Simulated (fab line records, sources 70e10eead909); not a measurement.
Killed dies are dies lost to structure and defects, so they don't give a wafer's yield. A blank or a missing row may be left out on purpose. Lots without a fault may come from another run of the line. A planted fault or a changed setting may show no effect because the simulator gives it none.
A struck lot beside a sound one | flow nand_harc | 14 steps out of a route of 1159
Sound: wafers L625.3, L625.4, L625.6. Struck: wafer L627.2. (L627.4, L627.5 of the same lot were not struck and are left out.) The cause comes at the end.
At each step with rows: each side's tool, then ch and its chambers, then its first start. Under that, the readings that differ: sound wafers | struck wafers | difference of the means | sigmas: that difference in standard deviations of wafers without a fault.
alike: readings whose means differ by less than 2 such deviations, and words and numbers that are the same on both sides. not compared: withheld readings, readings that some wafer has no value for, bounds like >300 that may hide the same value, and numbers for which the record gives no deviation and whose values overlap.
The two part at a step that has a row with sigmas, a row that says differs or no value, or rows on one side only. Numbers that don't overlap but have no deviation are shown without sigmas and don't part them. A reading that every wafer of one side lacks parts them only if that side has two wafers or more.

first, 1 step without rows for these wafers: NHARC_A_ONON_D1_DEP_00 (target thk 1000 nm).
NHARC_A_ONON_D1_THK_MEAS_02: measures by ellipsometry.
  sound on film_metro-02, day 9 18:16; struck on film_metro-01, day 10 05:55
  alike: thk_nm
then, 1 step without rows for these wafers: NHARC_A_ONON_D1_DEP_03 (target thk 1000 nm).
NHARC_A_ONON_D1_THK_MEAS_05: measures by ellipsometry.
  sound on film_metro-02, day 9 18:50; struck on film_metro-02, day 10 06:36
  alike: thk_nm
then, 1 step without rows for these wafers: NHARC_A_ONON_D1_DEP_06 (target thk 1000 nm).
NHARC_A_ONON_D1_THK_MEAS_08: measures by ellipsometry.
  sound on film_metro-01, day 9 19:26; struck on film_metro-01, day 10 07:10
  alike: thk_nm
then, 1 step without rows for these wafers: NHARC_A_ONON_D1_DEP_09 (target thk 1000 nm).
NHARC_A_ONON_D1_THK_MEAS_11: measures by ellipsometry.
  sound on film_metro-01, day 9 20:01; struck on film_metro-01, day 10 07:44
  alike: thk_nm
then, 1 step without rows for these wafers: NHARC_A_ONON_D1_DEP_12 (target thk 1000 nm).
NHARC_A_ONON_D1_THK_MEAS_14: measures by ellipsometry.
  sound on film_metro-01, day 9 20:35; struck on film_metro-02, day 10 08:18
  alike: thk_nm
then, 1 step without rows for these wafers: NHARC_A_ONON_D1_ANNEAL_15 (time 3600 s).
NHARC_A_ONON_D1_DEP_16: target thk 1000 nm.
  sound on pecvd_onon-04 ch 0, day 10 03:53; struck on pecvd_onon-04 ch 0, day 10 15:29
  alike: n2_flow_sccm
NHARC_A_ONON_D1_THK_MEAS_18: measures by ellipsometry.
  sound on film_metro-02, day 10 04:17; struck on film_metro-01, day 10 15:56
  reading     | sound          | struck | difference | sigmas
  thk_nm (nm) | 1007 1008 1007 | 645    | -362       | -42
then, 1 step without rows for these wafers: NHARC_A_ONON_D1_DEP_19 (target thk 1000 nm).

WHERE THEY PART
Only at NHARC_A_ONON_D1_THK_MEAS_18, within this record.

WHY: what the simulator had put in
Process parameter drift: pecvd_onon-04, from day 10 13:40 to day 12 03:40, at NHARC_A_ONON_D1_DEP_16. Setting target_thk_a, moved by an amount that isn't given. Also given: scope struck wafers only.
